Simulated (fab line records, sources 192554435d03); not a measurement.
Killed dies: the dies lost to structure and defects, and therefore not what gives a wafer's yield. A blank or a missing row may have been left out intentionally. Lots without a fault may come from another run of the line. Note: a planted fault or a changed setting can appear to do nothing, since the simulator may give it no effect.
Problem report, 8D (eight disciplines) form, completed by code -- flow n5_finfet -- the parts of the form that need people (team, actions taken, sign-off) are left out

1. WHAT WENT WRONG
Mean of run_length_s at N5_BEOL_M3_CVD_47: 345.3 s across 5 wafers in 3 lots; on wafers with no fault it is 247.0 s (standard deviation 0.62). So: +99 or more standard deviations from the usual mean.
The step: deposits Co from CCTBA/H2, target thk 3 nm, time 223.8 s.
The first sign was on wafer L581.5 at day 9 12:11, on cvd_co-02. Wafers with a number at this step in the record: 32, from 11 lots. Rule for "out", or "out of limits": more than 4 standard deviations from the usual mean. The other wafers with a number count as sound.

2. WHAT THIS IS AND IS NOT
question,is,is not
which readings at this step,run_length_s,-
which lots,"L581, L585, L586","L572, L574, L575, L578, L579, L582, L593, L595"
which wafers of those lots,"L581.5, L585.1, L585.5, L586.1, L586.5","L581.2, L581.6, L585.2"
read on which tools,cvd_co-02,cvd_co-01
when,from day 9 12:11,"up to then (14 sound wafers); but 13 sound wafers of L574, L582, L585, L593, L595 came after"

3. WHAT RULES OUT EACH SUSPECT
Counting: a tool at a process step up to the reading stays a suspect if it ran every lot that is out. Sound lots after the first of them don't rule it out here, since some wafers of a struck lot are sound.
- cvd_co-02 at N5_BEOL_M3_CVD_47 (deposits Co from CCTBA/H2, target thk 3 nm, time 223.8 s): kept. Ran every lot that is out, first one L581 (day 9 12:11); last sound lot up to then L579 (day 8 17:01). Out on those wafers are its own readings of run_length_s.
Remaining after the count: cvd_co-02 at N5_BEOL_M3_CVD_47.

4. THE CAUSE (what the simulator had put in)
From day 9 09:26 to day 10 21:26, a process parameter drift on cvd_co-02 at N5_BEOL_M3_CVD_47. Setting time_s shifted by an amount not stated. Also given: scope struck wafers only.
The count eliminated every tool but this one.

5. SEQUENCE OF EFFECTS, ordered by route
Each row: a reading whose mean over the struck wafers that have a number lies more than 3 standard deviations from the usual. Scope: only readings with a usual standard deviation given in the record; hours: median across lots of the time from each lot's start at the first step in this table that gives one to its start at this step; sigmas: change in usual standard deviations.
hours,step,reading,usual,on struck wafers,change,sigmas
0,N5_BEOL_M3_CVD_47,run_length_s,247.0 s,345.3,+98.3,+99 or more
Process steps it contains:
- N5_BEOL_M3_CVD_47: deposits Co from CCTBA/H2, target thk 3 nm, time 223.8 s.
Later measuring or inspecting steps at which every struck wafer that the step has a row for has a number for every such reading, and none has moved that far: N5_BEOL_M4_RC_MEAS_101.

6. HOW IT WOULD HAVE BEEN CAUGHT EARLIER
First out-of-limits reading in this record: day 9 12:11, which is 3 hours after fault onset at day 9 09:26.
